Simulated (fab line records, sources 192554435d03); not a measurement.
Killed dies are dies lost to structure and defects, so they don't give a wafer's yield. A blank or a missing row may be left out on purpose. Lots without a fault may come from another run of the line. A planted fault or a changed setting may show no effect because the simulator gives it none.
Problem report in the 8D (eight disciplines) form, filled by code | flow n5_finfet | the parts of the form that need people (team, actions taken, sign-off) are left out

1. THE PROBLEM
strip_time_to_endpoint_s at N5_SDB_STRIP_22 reads a mean of 94.1 s on 4 wafers of 3 lots; wafers without a fault read 96.3 s with a standard deviation of 0.31. That is -7.1 standard deviations from the usual mean.
The step: strips in N2/H2.
First seen on wafer L895.3, day 7 13:05, on plasma_asher-01. The record holds 21 wafers of 8 lots with a number at this step. Rule for "out", or "out of limits": more than 4 standard deviations from the usual mean. The other wafers with a number count as sound.

2. WHAT IT IS AND WHAT IT IS NOT
question                    | is                             | is not
which readings at this step | strip_time_to_endpoint_s       | drypump_motor_current_A, heater_power_w, oes_product_au, temp_c
which lots                  | L895, L897, L899               | L880, L888, L894, L900, L901
which wafers of those lots  | L895.3, L897.3, L899.3, L899.4 | L895.2, L897.1
read on which tools         | plasma_asher-01                | plasma_asher-02
when                        | from day 7 13:05               | up to then (10 sound wafers); but 7 sound wafers of L897, L900, L901 came after

3. SUSPECTS, AND WHAT RULES EACH OUT
Counting: a tool at a process step up to the reading stays a suspect if it ran every lot that is out. Sound lots after the first of them don't rule it out here, since some wafers of a struck lot are sound.
- rie_diel-01 at N5_SDB_ETCH_18 (etches SOC in N2/H2, target depth 100 nm, overetch 20 nm, time 150 s): kept. It ran every lot that is out, first L895 (day 7 12:46); its last sound lot up to then is L888 (day 5 18:54).
- rie_diel-01 at N5_SDB_HM_OPEN_20 (chemistry CH3F/O2, target SiNx, stops on poly-Si, target depth 24 nm): kept. It ran every lot that is out, first L895 (day 7 12:55); its last sound lot up to then is L888 (day 5 19:04).
- plasma_asher-01 at N5_SDB_STRIP_22 (strips in N2/H2): kept. It ran every lot that is out, first L895 (day 7 13:05); its last sound lot up to then is L894 (day 7 06:14). Its own readings are out on those wafers: strip_time_to_endpoint_s.
Left after counting: rie_diel-01 at N5_SDB_ETCH_18, rie_diel-01 at N5_SDB_HM_OPEN_20, plasma_asher-01 at N5_SDB_STRIP_22.

4. THE CAUSE (what the simulator had put in)
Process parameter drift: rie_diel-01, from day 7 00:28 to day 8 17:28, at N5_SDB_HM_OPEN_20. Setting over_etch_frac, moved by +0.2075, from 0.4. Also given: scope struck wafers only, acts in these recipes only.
Counting left 3 suspects, and this tool is among them.

5. THE CHAIN OF EFFECTS, in route order
Each row: a reading whose mean over the struck wafers that have a number lies more than 3 standard deviations from the usual. Only readings for which the record gives a usual standard deviation are gone through. hours: the time from each lot's start at the first step in this table that gives one to its start at this step, as a median over the lots. sigmas: the change in usual standard deviations.
hours | step            | reading                  | usual  | on struck wafers | change | sigmas
0     | N5_SDB_STRIP_22 | strip_time_to_endpoint_s | 96.3 s | 94.1             | -2.2   | -7.1
The process steps in it:
- N5_SDB_STRIP_22: strips in N2/H2.
Later measuring or inspecting steps at which every struck wafer that the step has a row for has a number for every such reading, and none has moved that far: N5_BEOL_M4_RC_MEAS_101.

6. WHAT WOULD HAVE CAUGHT IT SOONER
In this record the first reading out of limits was taken at day 7 13:05, 13 hours after the fault began at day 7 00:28.
Of the tool readings at N5_SDB_HM_OPEN_20 for which the record gives a usual standard deviation, none was out on any struck wafer, so an alarm limit of 4 standard deviations on them would not have fired.
Of the lots that are out (3), L897, L899 began N5_SDB_HM_OPEN_20 on rie_diel-01 after day 7 13:05. A hold on the tool at that time would have spared those 2.
